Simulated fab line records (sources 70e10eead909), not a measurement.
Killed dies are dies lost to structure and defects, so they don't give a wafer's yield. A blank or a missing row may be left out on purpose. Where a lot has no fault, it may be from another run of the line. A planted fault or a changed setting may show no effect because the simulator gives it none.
Chamber matching :: flow nand-harc :: pecvd-04 running NHARC_P_M1_PRE_CLEAN_32: 3 sister chambers
The step time 12 s. 6 wafers are shown with their chamber, then 10 later ones without.

## WAFERS PAIRED WITH THEIR CHAMBERS
wafer: L084.5
chamber: 1
heater-power-w (W): 665

wafer: L086.1
chamber: 0
heater-power-w (W): 651

wafer: L086.2
chamber: 2
heater-power-w (W): 678

wafer: L086.6
chamber: 1
heater-power-w (W): 606

wafer: L087.1
chamber: 0
heater-power-w (W): 578

wafer: L087.2
chamber: 2
heater-power-w (W): 582

## WAFERS MISSING THEIR CHAMBER
wafer: L087.3
heater-power-w (W): 638

wafer: L090.1
heater-power-w (W): 657

wafer: L090.5
heater-power-w (W): 611

wafer: L090.6
heater-power-w (W): 631

wafer: L093.1
heater-power-w (W): 568

wafer: L093.3
heater-power-w (W): 647

wafer: L093.4
heater-power-w (W): 567

wafer: L096.1
heater-power-w (W): 616

wafer: L096.4
heater-power-w (W): 658

wafer: L096.5
heater-power-w (W): 671

## EACH ONE'S CHAMBER
wafer: L087.3
from the rows above: can't be placed: 1 or 2 or 0
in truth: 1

wafer: L090.1
from the rows above: can't be placed: 1 or 2 or 0
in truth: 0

wafer: L090.5
from the rows above: can't be placed: 0 or 2 or 1
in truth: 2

wafer: L090.6
from the rows above: can't be placed: 2 or 1 or 0
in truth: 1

wafer: L093.1
from the rows above: can't be placed: 0 or 2 or 1
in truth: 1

wafer: L093.3
from the rows above: can't be placed: 1 or 2 or 0
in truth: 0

wafer: L093.4
from the rows above: can't be placed: 0 or 2 or 1
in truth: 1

wafer: L096.1
from the rows above: can't be placed: 0 or 2 or 1
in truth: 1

wafer: L096.4
from the rows above: can't be placed: 1 or 2 or 0
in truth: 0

wafer: L096.5
from the rows above: can't be placed: 1 or 2 or 0
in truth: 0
Placed correctly: 0 of 10. Can't be placed from these rows: 10 (the true chamber is among the candidates in 10). Placed wrongly: 0.
How it was worked out, from the rows above alone: a wafer's distance from a chamber is the root of the sum, over the readings, of the square of ((its reading less the chamber's mean) divided by the reading's scatter). The wafer belongs to the nearest chamber; if the next one is less than 2 further off, it can't be placed. Each chamber's mean is taken over the wafers shown for it. The scatter is the square root of a quotient: the sum, over the shown wafers, of each reading's squared deviation from its chamber's mean, divided by wafers minus chambers.
